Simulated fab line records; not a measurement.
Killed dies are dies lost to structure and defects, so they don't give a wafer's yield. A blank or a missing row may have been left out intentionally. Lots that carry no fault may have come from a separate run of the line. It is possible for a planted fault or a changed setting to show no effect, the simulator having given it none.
Split-lot experiment    flow n5 finfet    21 wafers read across 7 lots, on a route 1938 steps long

THE SPLIT
At N5_MIM_BOT_ETCH_ETCH_04 (etches SiNx in CF4/O2, target depth 26 nm, time 13 s), the setting time s was moved away from the recipe's 13 s on 7 of the 21 wafers read, by -20.5% to +11.5%. For the rest of the wafers, this setting stayed at what the recipe calls for.

The reading is taken at the split's own step.

THE READING
etch.depth nm (the simulator's own value, which no gauge read), in nm, at N5_MIM_BOT_ETCH_ETCH_04 (etches SiNx in CF4/O2, target depth 26 nm, time 13 s). The file gives no usual value for it. Average 26.14 nm, standard deviation 0.48 nm, over the 14 wafers here run with the recipe.

wafer   tool, chamber at the split  time s as run, s  against the recipe  etch.depth nm, nm  against lot-mates on the recipe
L076.2  rie diel-02, 0              13                recipe              25.37              -
L076.4  rie diel-02, 2              14.5              +11.5%              28.49              +3.12
L076.5  rie diel-02, 0              14.5              +11.5%              28.27              +2.90
L082.1  rie diel-04, 3              13                recipe              25.99              -
L082.2  rie diel-04, 2              13                recipe              25.87              -
L082.3  rie diel-04, 1              13                recipe              26.26              -
L087.2  rie diel-04, 1              13                recipe              26.6               -
L087.3  rie diel-04, 2              13                recipe              26.01              -
L087.6  rie diel-04, 0              13                recipe              26.63              -
L088.4  rie diel-02, 2              13.86             +6.6%               27.37              +1.69
L088.5  rie diel-02, 1              13                recipe              25.72              -
L088.6  rie diel-02, 2              13                recipe              25.64              -
L086.2  rie diel-01, 3              13                recipe              26.82              -
L086.5  rie diel-01, 1              13                recipe              26.51              -
L086.6  rie diel-01, 0              13                recipe              26.89              -
L089.1  rie diel-02, 0              11.71             -9.9%               22.58              -2.90
L089.5  rie diel-02, 2              13                recipe              25.48              -
L089.6  rie diel-02, 3              11.71             -9.9%               23.1               -2.38
L091.3  rie diel-01, 3              13                recipe              26.19              -
L091.4  rie diel-01, 0              10.33             -20.5%              21.15              -5.04
L091.5  rie diel-01, 3              10.33             -20.5%              20.89              -5.30

FIT RESULTS
A straight line over all 21 wafers: etch.depth nm changes by +0.245 nm for each +1% of time s; r = +0.97; the points scatter about the line by 0.52 nm.
The same after taking each lot's own level away (the mean of its wafers on the recipe; 21 wafers): +0.256 nm for each +1%; r = +1.00; scatter 0.18 nm.
The reading moves by 5.3 nm for the largest change in time s, on that fit.
The span of the lots' own levels, 25.370 to 26.740 nm, comes to 2.9 times the standard deviation stated above.
So the lot-to-lot level changes the slope little: the two slopes agree.
Check: with one of the wafers moved furthest among these (-20.5%) left out of the fit, the line predicts -5.35 nm for it against its lot-mates. It came out at -5.04 nm against them.

THE OTHER SPLITS THESE WAFERS WENT THROUGH
Before the reading, these wafers also passed through other splits. Each is held against what the fit with the lots' levels taken away leaves over:
other split on the same wafers      wafers away from the commonest value  r with etch.depth nm (lot level and that fit taken away)
N5_BEOL_M14_TRENCH_ETCH_34 time s   6                                     +0.03
N5_MIM_BOT_LITHO_EXPOSE_05 dose mj  5                                     -0.03

FILE'S OWN FIT
etch.depth nm changes by +0.256 nm for each +1% of time s, r = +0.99.
